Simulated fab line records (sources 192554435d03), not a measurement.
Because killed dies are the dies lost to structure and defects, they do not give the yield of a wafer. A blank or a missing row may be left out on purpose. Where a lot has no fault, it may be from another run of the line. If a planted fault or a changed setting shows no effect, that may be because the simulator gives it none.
Split-lot study    flow n5Finfet    on a route of 1938 steps: 7 lots, 39 wafers read

## ABOUT THE SPLIT
At N5_BEOL_M15_DEP_53 (deposits SiCN from 3MS/NH3, target thk 50 nm, time 17.8 s), the setting targetThkA was moved away from the recipe's 500 angstrom on 9 of the 39 wafers read, by -55.8% to -32.6%. All remaining wafers had this setting at the recipe value.

The reading is taken at the split's own step.

## THE READING
SiCN_of_BEOL_M15_DEP_53.thkNm (the simulator's own value, which no gauge read), in nm, at N5_BEOL_M15_DEP_53 (deposits SiCN from 3MS/NH3, target thk 50 nm, time 17.8 s). The file gives no usual value for it. The 30 wafers here that ran the recipe average 49.9 nm, standard deviation 0.67 nm.

wafer   tool, chamber at the split  targetThkA as run, angstrom  against the recipe  SiCN_of_BEOL_M15_DEP_53.thkNm, nm  against lot-mates on the recipe
L074.1  pecvd-04, 1                 337                          -32.6%              33.8                               -16.3
L074.2  pecvd-04, 2                 500                          recipe              49.2                               -
L074.3  pecvd-04, 0                 337                          -32.6%              33                                 -17.1
L074.4  pecvd-04, 1                 500                          recipe              50.8                               -
L074.5  pecvd-04, 0                 337                          -32.6%              33.6                               -16.5
L074.6  pecvd-04, 2                 500                          recipe              50.2                               -
L080.1  pecvd-01, 0                 221.1                        -55.8%              22.4                               -27.6
L080.2  pecvd-01, 2                 500                          recipe              49.8                               -
L080.3  pecvd-01, 1                 500                          recipe              49.6                               -
L080.4  pecvd-01, 0                 500                          recipe              50.6                               -
L080.5  pecvd-01, 2,1               221.1                        -55.8%              22.6                               -27.4
L080.6  pecvd-01, 2,1               221.1                        -55.8%              22.6                               -27.4
L086.2  pecvd-04, 2                 500                          recipe              50.6                               -
L086.3  pecvd-04, 0                 500                          recipe              49.4                               -
L086.6  pecvd-04, 1                 500                          recipe              51.8                               -
L090.1  pecvd-04, 2,0               276.1                        -44.8%              27.6                               -22.9
L090.5  pecvd-04, 2,0               276.1                        -44.8%              27.6                               -22.9
L090.2  pecvd-04, 1                 500                          recipe              51                                 -
L090.3  pecvd-04, 0                 500                          recipe              49.6                               -
L090.4  pecvd-04, 1                 276.1                        -44.8%              29.2                               -21.3
L090.6  pecvd-04, 2                 500                          recipe              50.8                               -
L095.1  pecvd-01, 0                 500                          recipe              49.2                               -
L095.2  pecvd-01, 1                 500                          recipe              49.6                               -
L095.4  pecvd-01, 1                 500                          recipe              49.6                               -
L095.3  pecvd-01, 2                 500                          recipe              48.8                               -
L095.5  pecvd-01, 0                 500                          recipe              50                                 -
L095.6  pecvd-01, 2                 500                          recipe              49                                 -
L093.1  pecvd-01, 1                 500                          recipe              49.6                               -
L093.2  pecvd-01, 0                 500                          recipe              50                                 -
L093.3  pecvd-01, 2                 500                          recipe              49.2                               -
L093.4  pecvd-01, 0                 500                          recipe              50.4                               -
L093.5  pecvd-01, 2                 500                          recipe              49.8                               -
L093.6  pecvd-01, 1                 500                          recipe              50.2                               -
L097.1  pecvd-03, 1                 500                          recipe              49.2                               -
L097.2  pecvd-03, 2                 500                          recipe              49.6                               -
L097.3  pecvd-03, 0                 500                          recipe              49.4                               -
L097.4  pecvd-03, 1                 500                          recipe              50                                 -
L097.5  pecvd-03, 0                 500                          recipe              50.2                               -
L097.6  pecvd-03, 2                 500                          recipe              50.6                               -
If several chambers appear in one row, that row covers several wafers at once and the file leaves open which wafer was in which chamber.

FIT RESULTS
A straight line over all 39 wafers: SiCN_of_BEOL_M15_DEP_53.thkNm changes by +0.492 nm for each +1% of targetThkA; r = +1.00; the points scatter about the line by 0.66 nm.
The same after taking each lot's own level away (the mean of its wafers on the recipe; 39 wafers): +0.497 nm for each +1%; r = +1.00; scatter 0.57 nm.
Per that fit: largest targetThkA move, reading shift of 28 nm.
From 49.37 to 50.60 nm: that is the span of the lots' own levels, equal to 1.8 times the standard deviation above.
The two slopes are in agreement: the lot-to-lot level therefore moves the slope only a little.
Check: for one of the wafers moved furthest among these (-55.8%), held out of the fit, the line's prediction against its lot-mates is -27.8 nm. Against them it came out at -27.6 nm.

## THE OTHER SPLITS THESE WAFERS WENT THROUGH
These wafers also went through other splits before the reading. Each is held against what the fit with the lots' levels taken away leaves over:
other split on the same wafers     wafers away from the commonest value  r with SiCN_of_BEOL_M15_DEP_53.thkNm (lot level and that fit taken away)
N5_BEOL_M12_ILD_DEP_00 targetThkA  18                                    -0.13

## FILE'S OWN FIT
SiCN_of_BEOL_M15_DEP_53.thkNm changes by +0.497 nm for each +1% of targetThkA, r = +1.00.
